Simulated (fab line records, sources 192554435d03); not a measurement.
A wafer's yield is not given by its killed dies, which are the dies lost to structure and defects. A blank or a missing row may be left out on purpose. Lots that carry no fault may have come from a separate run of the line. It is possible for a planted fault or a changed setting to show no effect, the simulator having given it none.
What tool caused it?	flow n5Finfet	10 lots (30 wafers sampled), 1 step of a 1938-step route

WHAT THE GAUGES READ, wafer by wafer
N5_BEOL_M0_SAQP_OVL_MEAS_41.
lot	measured	on	M0_CUT1_OVL (nm)
L251	day 5 14:53	overlay-01	-0.3 -0.6 0.0
L252	day 6 01:34	overlay-01	0.1 0.4 0.5
L253	day 6 04:21	overlay-02	1.1 -0.4 -0.7
L254	day 6 08:49	overlay-01	-0.8 -0.9 -0.8
L257	day 7 04:37	overlay-02	-0.6 -0.2 2.2
L258	day 7 07:59	overlay-01	0.0 0.2 -0.4
L263	day 8 14:58	overlay-02	0.4 -0.9 -0.8
L266	day 9 14:58	overlay-02	0.0 0.4 -0.5
L269	day 10 03:20	overlay-01	-1.5 -1.4 -0.5
L271	day 10 19:45	overlay-02	-0.9 -0.8 -1.3

TOOL THAT RAN EACH LOT (tool first, then ch and the chambers of the sampled wafers, then the start)
Before these readings, the record contains no process step.

THE ANSWER, worked out from the rows above alone
Rule: what is usual is taken from the lots themselves. The widest of any qualifying gaps counts: lots, ordered by their means at a reading, are off when they make up no more than a third of the lots, leave a main group of 4 or more, and stand apart from it by 3 or more times the standard deviation of that group's means. A main group is skipped when, at the precision printed for the reading in the tables above, its means are all equal. A lot without any number at a reading at which 4 lots or more have one is off too. All remaining lots with rows at the step are treated as sound.
No lot is off at any reading shown: from this, nothing can be told.

WHAT WAS PUT IN BY THE SIMULATOR
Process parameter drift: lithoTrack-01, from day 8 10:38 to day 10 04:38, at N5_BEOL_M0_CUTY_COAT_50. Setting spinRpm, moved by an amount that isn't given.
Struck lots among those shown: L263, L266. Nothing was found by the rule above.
